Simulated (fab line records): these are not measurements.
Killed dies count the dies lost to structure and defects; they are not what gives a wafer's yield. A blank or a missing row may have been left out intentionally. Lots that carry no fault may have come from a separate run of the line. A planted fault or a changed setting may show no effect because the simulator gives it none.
Problem report, 8D (eight disciplines) form, completed by code / flow n5 finfet / the parts of the form that need people (team, actions taken, sign-off) are left out

1. THE PROBLEM
Mean of etch rf on time s at N5_MOL_CONTACT_COAG_ETCH_90: 15.4 s across 4 wafers in 3 lots; on wafers with no fault it is 22.0 s (standard deviation 0.6). Measured from the usual mean, that is -11 standard deviations.
The step: etches SiARC in CF4, target depth 13 nm, time 21.7 s.
First observed at day 7 16:56: wafer L254.6, on rie diel-05. The record has a number at this step for 28 wafers belonging to 10 lots. By rule, "out" or "out of limits" means more than 4 standard deviations away from the usual mean. All remaining wafers that have a number are taken as sound.

2. WHAT IT IS, AND WHAT IT ISN'T
question=which readings at this step | is=etch rf on time s | is not=drypump motor current A, rf vpp V, showerhead plenum p Torr, throttle valve pct
question=which lots | is=L254, L255, L258 | is not=L245, L247, L248, L261, L263, L264, L267
question=which wafers of those lots | is=L254.6, L255.2, L258.2, L258.6 | is not=L254.3, L255.4, L258.5
question=read on which tools | is=rie diel-05 | is not=rie diel-02, rie diel-06
question=when | is=from day 7 16:56 | is not=up to then (10 sound wafers); but 14 sound wafers of L255, L258, L261, L263, L264, L267 came after

3. SUSPECTS, AND WHAT RULES EACH OUT
Counting: any tool at a process step up to the reading remains a suspect provided it ran every lot that is out. Sound lots after the first of them don't rule it out here, since some wafers of a struck lot are sound.
- rie diel-05 at N5_MOL_CONTACT_COAG_ETCH_90 (etches SiARC in CF4, target depth 13 nm, time 21.7 s): kept. It ran every lot that is out, first L254 (day 7 16:56); its last sound lot up to then is L248 (day 6 05:12). Its own etch rf on time s readings are out on those wafers.
The count leaves rie diel-05 at N5_MOL_CONTACT_COAG_ETCH_90.

4. THE CAUSE (what the simulator had put in)
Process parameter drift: rie diel-05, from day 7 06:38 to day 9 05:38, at N5_MOL_CONTACT_COAG_ETCH_90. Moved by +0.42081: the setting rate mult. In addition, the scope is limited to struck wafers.
The count eliminated every tool but this one.

5. THE EFFECT CHAIN, in route order
One row per reading whose mean, taken over the struck wafers that have a number, lies over 3 standard deviations from the usual. Readings are gone through only where the record gives a usual standard deviation; hours: the median, over the lots, of the time from a lot's start at the first step in this table giving one to that lot's start at this step; sigmas: the change measured in usual standard deviations.
hours=0; step=N5_MOL_CONTACT_COAG_ETCH_90; reading=etch rf on time s; usual=22.0 s; on struck wafers=15.4; change=-6.6; sigmas=-11
hours=0; step=N5_MOL_CONTACT_COAG_ETCH_90; reading=oes product au; usual=0.64 a.u.; on struck wafers=0.85; change=+0.21; sigmas=+4.4
The process steps in it:
- N5_MOL_CONTACT_COAG_ETCH_90: etches SiARC in CF4, target depth 13 nm, time 21.7 s.
At these later measuring or inspecting steps, every struck wafer for which the step has a row has a number for every such reading, and none has moved that far: N5_BEOL_M4_RC_MEAS_101.

6. WHAT WOULD HAVE CAUGHT IT SOONER
In this record no reading fell out of limits until day 7 16:56, 10 hours after the fault had begun at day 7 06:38.
